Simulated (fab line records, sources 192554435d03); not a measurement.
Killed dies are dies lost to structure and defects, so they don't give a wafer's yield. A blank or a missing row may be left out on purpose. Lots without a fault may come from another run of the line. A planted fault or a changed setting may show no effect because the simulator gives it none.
Split-lot experiment | flow n5_finfet | 7 lots, 21 wafers read, on a route of 1938 steps

THE SPLIT
At N5_BEOL_M14_ILD_DEP_00 (deposits SiO2 from TEOS/O2, target thk 1119.3 nm, time 237.4 s), the setting temp_c was moved away from the recipe's 400 C on 7 of the 21 wafers read, by -1.3% to +1.2%. The other wafers ran this setting at the recipe's value.

The file shows no step between the split and the reading.

THE READING
M14_ILD_THK, in nm, at N5_BEOL_M14_THK_MEAS_01. Fault-free wafers of this fab line usually give 1115 nm, standard deviation 17 nm.

wafer  | tool, chamber at the split | temp_c as run, C | against the recipe | M14_ILD_THK, nm | against lot-mates on the recipe
L075.3 | pecvd-03, 1                | 400              | recipe             | 1098            | -
L075.5 | pecvd-03, 2                | 400              | recipe             | 1126            | -
L075.6 | pecvd-03, 1                | 400              | recipe             | 1109            | -
L074.1 | pecvd-02, 1                | 400              | recipe             | 1134            | -
L074.3 | pecvd-02, 2                | 404.9            | +1.2%              | 1050            | -83
L074.5 | pecvd-02, 0                | 400              | recipe             | 1132            | -
L076.2 | pecvd-02, 0                | 400              | recipe             | 1096            | -
L076.4 | pecvd-02, 2                | 400              | recipe             | 1117            | -
L076.6 | pecvd-02, 1                | 400              | recipe             | 1133            | -
L077.1 | pecvd-02, 1                | 403              | +0.8%              | 1091            | -44
L077.2 | pecvd-02, 0                | 403              | +0.8%              | 1093            | -42
L077.5 | pecvd-02, 0                | 400              | recipe             | 1135            | -
L084.3 | pecvd-01, 1                | 400              | recipe             | 1114            | -
L084.4 | pecvd-01, 2                | 400              | recipe             | 1140            | -
L084.5 | pecvd-01, 0                | 400              | recipe             | 1116            | -
L086.1 | pecvd-01, 0                | 400              | recipe             | 1083            | -
L086.3 | pecvd-01, 2                | 394.8            | -1.3%              | 1136            | +53
L086.5 | pecvd-01, 1                | 394.8            | -1.3%              | 1167            | +84
L096.4 | pecvd-01, 1                | 402.8            | +0.7%              | 1116            | -1
L096.5 | pecvd-01, 0                | 402.8            | +0.7%              | 1094            | -23
L096.6 | pecvd-01, 2                | 400              | recipe             | 1117            | -

THE FIT
A straight line over all 21 wafers: M14_ILD_THK changes by -32.3 nm for each +1% of temp_c; r = -0.75; the points scatter about the line by 17 nm.
The same after taking each lot's own level away (the mean of its wafers on the recipe; 21 wafers): -51.9 nm for each +1%; r = -0.91; scatter 14 nm.
On that fit, the largest move of temp_c shifts the reading by 68 nm.
The lots' own levels span 1083.0 to 1135.0 nm, that is 3.1 times the standard deviation above.
So the lot-to-lot level blurs the effect unless lot-mates are compared.
Check: with one of the wafers moved furthest among these (-1.3%) left out of the fit, the line predicts +76 nm for it against its lot-mates. It came out at +53 nm against them.

OTHER SPLITS ON THESE WAFERS
These wafers also went through other splits before the reading. Each is held against what the fit with the lots' levels taken away leaves over:
other split on the same wafers | wafers away from the commonest value | r with M14_ILD_THK (lot level and that fit taken away)
N5_BEOL_M13_COAT_04 spin_rpm   | 6                                    | +0.07

THE WHOLE CHAIN: every reading that the file lists as answering this split, in the file's order
step                    | what it does                                                   | reading                                                                             | change (the file's fit)              | r (the file's)
N5_BEOL_M14_ILD_DEP_00  | deposits SiO2 from TEOS/O2, target thk 1119.3 nm, time 237.4 s | SiO2_of_BEOL_M14_ILD_DEP_00.thk_nm (the simulator's own value, which no gauge read) | -53.3 nm for each +1% of the setting | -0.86
N5_BEOL_M14_THK_MEAS_01 |                                                                | M14_ILD_THK                                                                         | -54.1 for each +1% of the setting    | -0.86
N5_BEOL_M14_VIA_ETCH_16 | etches SiO2 in C4F8/O2/Ar, target depth 1231.3 nm              | etch.depth_nm (the simulator's own value, which no gauge read)                      | -53.3 nm for each +1% of the setting | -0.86
N5_BEOL_M14_VIA_ETCH_16 | etches SiO2 in C4F8/O2/Ar, target depth 1231.3 nm              | coat_of_BEOL_M14_COAT_04.thk_nm (the simulator's own value, which no gauge read)    | +16.5 nm for each +1% of the setting | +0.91
N5_BEOL_M14_ETCH_38     | etches SiCN in CF4/N2, target depth 106.5 nm, time 120.6 s     | SiO2_of_BEOL_M14_ILD_DEP_00.thk_nm (the simulator's own value, which no gauge read) | -54 nm for each +1% of the setting   | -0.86

THE FILE'S OWN FIT
M14_ILD_THK changes by -54.1 nm for each +1% of temp_c, r = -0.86.
